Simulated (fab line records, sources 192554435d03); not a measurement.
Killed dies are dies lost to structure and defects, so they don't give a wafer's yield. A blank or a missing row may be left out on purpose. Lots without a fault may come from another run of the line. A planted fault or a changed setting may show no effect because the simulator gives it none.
Which tool did it? | flow n5_finfet | 11 lots, 31 wafers sampled, at 4 steps of a route of 1938

WHAT THE GAUGES READ, wafer by wafer
The record holds no reading of a measuring or inspecting step that can be judged against a usual standard deviation.

WHICH TOOL RAN EACH LOT (tool, then ch and the chambers of the sampled wafers, then the start)
lot  | N5_SD_EPI_N_ETCH_35               | N5_SD_EPI_N_LINER_46             | N5_SD_EPI_P_ETCH_37               | N5_SD_EPI_P_EPI_21
L193 | rie_diel-01 ch 1,2,3, day 3 00:30 | ald_sin-04 ch 0,1, day 3 04:06   | rie_diel-06 ch 1,2,3, day 3 04:54 | epi_rpcvd-03 ch 0, day 3 06:10
L194 | rie_diel-04 ch 0,1, day 3 12:34   | ald_sin-03 ch 0,1,2, day 3 16:11 | rie_diel-02 ch 1,2, day 3 17:32   | epi_rpcvd-04 ch 0, day 3 19:16
L196 | rie_diel-04 ch 2,3, day 3 20:37   | ald_sin-04 ch 2,3, day 4 00:13   | rie_diel-02 ch 0,1,2, day 4 01:30 | epi_rpcvd-02 ch 0, day 4 03:07
L197 | rie_diel-04 ch 1,2,3, day 4 03:08 | ald_sin-03 ch 0,1,2, day 4 07:05 | rie_diel-05 ch 0,1,3, day 4 08:04 | epi_rpcvd-03 ch 0, day 4 10:03
L200 | rie_diel-01 ch 0,1, day 4 20:33   | ald_sin-01 ch 2,3, day 5 00:10   | rie_diel-06 ch 1,2, day 5 00:52   | epi_rpcvd-02 ch 0, day 5 03:13
L201 | rie_diel-01 ch 2, day 5 04:24     | ald_sin-01 ch 1,2, day 5 08:00   | rie_diel-02 ch 0,2, day 5 08:51   | epi_rpcvd-02 ch 0, day 5 10:28
L203 | rie_diel-01 ch 0,3, day 5 14:43   | ald_sin-04 ch 0,1,2, day 5 18:31 | rie_diel-05 ch 0,1,3, day 5 19:21 | epi_rpcvd-02 ch 0, day 5 21:41
L213 | rie_diel-01 ch 0,1,3, day 8 03:40 | ald_sin-03 ch 0,1,2, day 8 07:16 | rie_diel-02 ch 0,2,3, day 8 08:06 | epi_rpcvd-03 ch 0, day 8 09:58
L214 | rie_diel-01 ch 0,2,3, day 8 06:44 | ald_sin-04 ch 1,2,3, day 8 10:21 | rie_diel-06 ch 0,2,3, day 8 11:11 | epi_rpcvd-02 ch 0, day 8 13:31
L215 | rie_diel-04 ch 1,2,3, day 8 14:06 | ald_sin-03 ch 2,3, day 8 18:30   | rie_diel-02 ch 0,1,2, day 8 19:12 | epi_rpcvd-03 ch 0, day 8 21:04
L216 | rie_diel-03 ch 0,1,2, day 8 18:34 | ald_sin-03 ch 0,2,3, day 8 22:24 | rie_diel-06 ch 0,3, day 8 23:29   | epi_rpcvd-04 ch 0, day 9 01:06
- N5_SD_EPI_N_ETCH_35: etches SOC in N2/H2, overetch 108 nm, time 486 s.
- N5_SD_EPI_N_LINER_46: material SiNx, target thk 3 nm.
- N5_SD_EPI_P_ETCH_37: etches SOC in N2/H2, overetch 108 nm, time 486 s.
- N5_SD_EPI_P_EPI_21: deposits SiGe:B, time 355 s.

WHAT THE TOOLS THEMSELVES READ (means of the sampled wafers that have a number; where no wafer has one, the mark that the record gives instead)
N5_SD_EPI_N_ETCH_35. Usual: drypump_motor_current_A 5.55 A, standard deviation 0.28; oes_product_au 0.69 a.u., standard deviation 0.082; rf_vpp_V 240.6 V, standard deviation 1.4; showerhead_plenum_p_Torr 2.54 Torr, standard deviation 0.093; throttle_valve_pct 23.73 %, standard deviation 0.27.
lot  | tool        | drypump_motor_current_A (A) | oes_product_au (a.u.) | rf_vpp_V (V) | showerhead_plenum_p_Torr (Torr) | throttle_valve_pct (%) | flag
L193 | rie_diel-01 | 5.55                        | 0.65                  | 239.0        | 2.45                            | 23.58                  |
L194 | rie_diel-04 | 5.65                        | 0.67                  | 240.0        | 2.50                            | 23.85                  |
L196 | rie_diel-04 | 5.35                        | 0.65                  | 240.7        | 2.53                            | 23.58                  |
L197 | rie_diel-04 | 5.51                        | 0.66                  | 240.4        | 2.50                            | 23.61                  |
L200 | rie_diel-01 | 5.49                        | 0.66                  | 241.4        | 2.53                            | 23.74                  |
L201 | rie_diel-01 | 5.77                        | 0.68                  | 239.2        | 2.42                            | 23.69                  |
L203 | rie_diel-01 | 5.27                        | 0.79                  | 240.4        | 2.53                            | 23.43                  |
L213 | rie_diel-01 | 5.42                        | 0.69                  | 240.5        | 2.50                            | 23.60                  |
L214 | rie_diel-01 | 5.46                        | 0.70                  | 240.6        | 2.50                            | 23.63                  |
L215 | rie_diel-04 | 5.52                        | 0.64                  | 240.1        | 2.48                            | 23.66                  |
L216 | rie_diel-03 | 5.53                        | 0.75                  | 242.2        | 2.64                            | 23.80                  |

N5_SD_EPI_N_LINER_46. Usual: heater_power_w 803 W, standard deviation 48.
lot  | tool       | heater_power_w (W) | flag
L193 | ald_sin-04 | 784                |
L194 | ald_sin-03 | 819                |
L196 | ald_sin-04 | 791                |
L197 | ald_sin-03 | 815                |
L200 | ald_sin-01 | 807                |
L201 | ald_sin-01 | 772                |
L203 | ald_sin-04 | 762                |
L213 | ald_sin-03 | 828                |
L214 | ald_sin-04 | 790                |
L215 | ald_sin-03 | 852                |
L216 | ald_sin-03 | 821                |

N5_SD_EPI_P_ETCH_37. Usual: drypump_motor_current_A 6.1 A, standard deviation 0.48; oes_product_au 0.68 a.u., standard deviation 0.052; rf_vpp_V 240.6 V, standard deviation 1.3; showerhead_plenum_p_Torr 2.53 Torr, standard deviation 0.076; throttle_valve_pct 23.89 %, standard deviation 0.22.
lot  | tool        | drypump_motor_current_A (A) | oes_product_au (a.u.) | rf_vpp_V (V) | showerhead_plenum_p_Torr (Torr) | throttle_valve_pct (%) | flag
L193 | rie_diel-06 | 6.0                         | 0.69                  | 240.3        | 2.51                            | 23.77                  |
L194 | rie_diel-02 | 5.8                         | 0.65                  | 241.1        | 2.57                            | 23.73                  |
L196 | rie_diel-02 | 6.0                         | 0.66                  | 241.2        | 2.58                            | 23.86                  |
L197 | rie_diel-05 | 5.6                         | 0.66                  | 239.7        | 2.53                            | 23.93                  |
L200 | rie_diel-06 | 6.3                         | 0.68                  | 239.4        | 2.44                            | 23.73                  |
L201 | rie_diel-02 | 6.2                         | 0.66                  | 240.4        | 2.54                            | 23.90                  |
L203 | rie_diel-05 | 5.6                         | 0.65                  | 240.9        | 2.52                            | 23.94                  |
L213 | rie_diel-02 | 6.3                         | 0.67                  | 239.9        | 2.50                            | 24.05                  |
L214 | rie_diel-06 | 6.3                         | 0.69                  | 240.9        | 2.54                            | 23.89                  |
L215 | rie_diel-02 | 6.0                         | 0.64                  | 240.8        | 2.56                            | 23.91                  |
L216 | rie_diel-06 | 5.9                         | 0.70                  | 241.5        | 2.61                            | 23.91                  |

THE ANSWER, worked out from the rows above alone
Rule: a lot is off if the mean of its wafers that have a number lies more than 3 standard deviations from the usual mean. A lot without any number at a reading at which 4 lots or more have one is off too. The other lots that the step has rows for count as sound. The gauges are gone through in route order, then the tools' own readings, and for those a lot's mean is taken as printed above. The first step at which some lot is off is used, and at that step the reading that is off furthest; a lot without a number counts as furthest.
No lot is off at any reading shown: from this, nothing can be told.

WHAT THE SIMULATOR HAD PUT IN
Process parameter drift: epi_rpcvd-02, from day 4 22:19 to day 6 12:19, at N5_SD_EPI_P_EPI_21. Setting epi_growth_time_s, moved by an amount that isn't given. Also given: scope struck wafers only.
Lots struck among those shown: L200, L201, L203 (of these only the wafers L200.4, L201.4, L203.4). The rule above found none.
